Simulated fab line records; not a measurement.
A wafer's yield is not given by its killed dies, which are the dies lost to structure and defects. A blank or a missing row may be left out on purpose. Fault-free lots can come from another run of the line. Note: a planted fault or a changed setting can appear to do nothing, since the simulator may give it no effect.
The same fault as seen by 2 desks || flow n5_finfet || what lay behind the numbers comes last; until then each desk has only its own

== FROM THE METROLOGY DESK ==
What the gauges read for every lot (on any tool): the sampled wafers with a number, averaged. A lot is out of limits, marked OUT, if its mean lies more than 4 standard deviations from the usual mean; the brackets give that distance.
Columns: A = M11_ILD_THK at N5_BEOL_M11_THK_MEAS_01, usual 268 nm
{"lot": "L175", "first seen here": "day 11 22:58", "A": 268}
{"lot": "L179", "first seen here": "day 12 22:09", "A": 268}
{"lot": "L182", "first seen here": "day 13 04:46", "A": 272}
{"lot": "L185", "first seen here": "day 14 12:52", "A": 267}
{"lot": "L192", "first seen here": "day 16 02:46", "A": 269}
{"lot": "L189", "first seen here": "day 16 06:10", "A": "290 (+6.6) OUT"}
{"lot": "L195", "first seen here": "day 16 17:28", "A": 267}
{"lot": "L194", "first seen here": "day 16 18:42", "A": "287 (+5.6) OUT"}
{"lot": "L196", "first seen here": "day 17 03:35", "A": 268}
{"lot": "L198", "first seen here": "day 17 12:57", "A": 265}
Finding of this desk: L189, L194 out of limits, first seen on L189 at day 16 06:10 (M11_ILD_THK at N5_BEOL_M11_THK_MEAS_01). L175, L179, L182, L185, L192, L195, L196, L198 stayed within limits.

== FOR THE TOOL OWNER'S DESK: pecvd-01 ==
The tool's own readings at N5_BEOL_M11_ILD_DEP_00 (deposits SiCOH lowk from DEMS/porogen, target thk 308.51 nm, time 58 s): means of the sampled wafers that have a number, for each lot that ran on this tool. A lot is out of limits, marked OUT, if its mean lies more than 4 standard deviations from the usual mean; the brackets give that distance.
Columns: A = heater_power_w at N5_BEOL_M11_ILD_DEP_00, usual 367 W; B = run_length_s at N5_BEOL_M11_ILD_DEP_00, usual 100.9 s; C = showerhead_plenum_p_Torr at N5_BEOL_M11_ILD_DEP_00, usual 5.744 Torr; D = throttle_valve_pct at N5_BEOL_M11_ILD_DEP_00, usual 13.9 %
{"lot": "L175", "first seen here": "day 11 22:22", "A": 318, "B": 101.3, "C": 5.752, "D": 13.4}
{"lot": "L179", "first seen here": "day 12 21:34", "A": 403, "B": 100.6, "C": 5.732, "D": 13.1}
{"lot": "L182", "first seen here": "day 13 03:41", "A": 432, "B": 101.0, "C": 5.741, "D": 13.3}
{"lot": "L185", "first seen here": "day 14 12:14", "A": 286, "B": 101.1, "C": 5.756, "D": 13.6}
{"lot": "L189", "first seen here": "day 16 05:34", "A": 341, "B": "105.7 (+9.9) OUT", "C": 5.747, "D": 13.4}
{"lot": "L194", "first seen here": "day 16 18:06", "A": 355, "B": "105.8 (+9.9) OUT", "C": 5.760, "D": 13.6}
Finding of this desk: L189, L194 out of limits; the first was L189 at day 16 05:34, on run_length_s at N5_BEOL_M11_ILD_DEP_00. L175, L179, L182, L185 stayed within limits.

== PUT TOGETHER ==
An alarm could have come from the tool owner's desk at day 16 05:34, on L189, L194.
The metrology desk could have raised an alarm at day 16 06:10, on L189, L194.
N5_BEOL_M11_ILD_DEP_00 was run on pecvd-01 by each of the lots named.

== WHAT THE SIMULATOR HAD PUT IN ==
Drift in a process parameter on pecvd-01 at N5_BEOL_M11_ILD_DEP_00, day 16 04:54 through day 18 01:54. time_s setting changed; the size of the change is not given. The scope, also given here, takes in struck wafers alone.
Shown lots that were struck: L189, L194.
Hours from the fault's start to each desk's first reading out of limits: the tool owner's desk, 1; the metrology desk, 1.
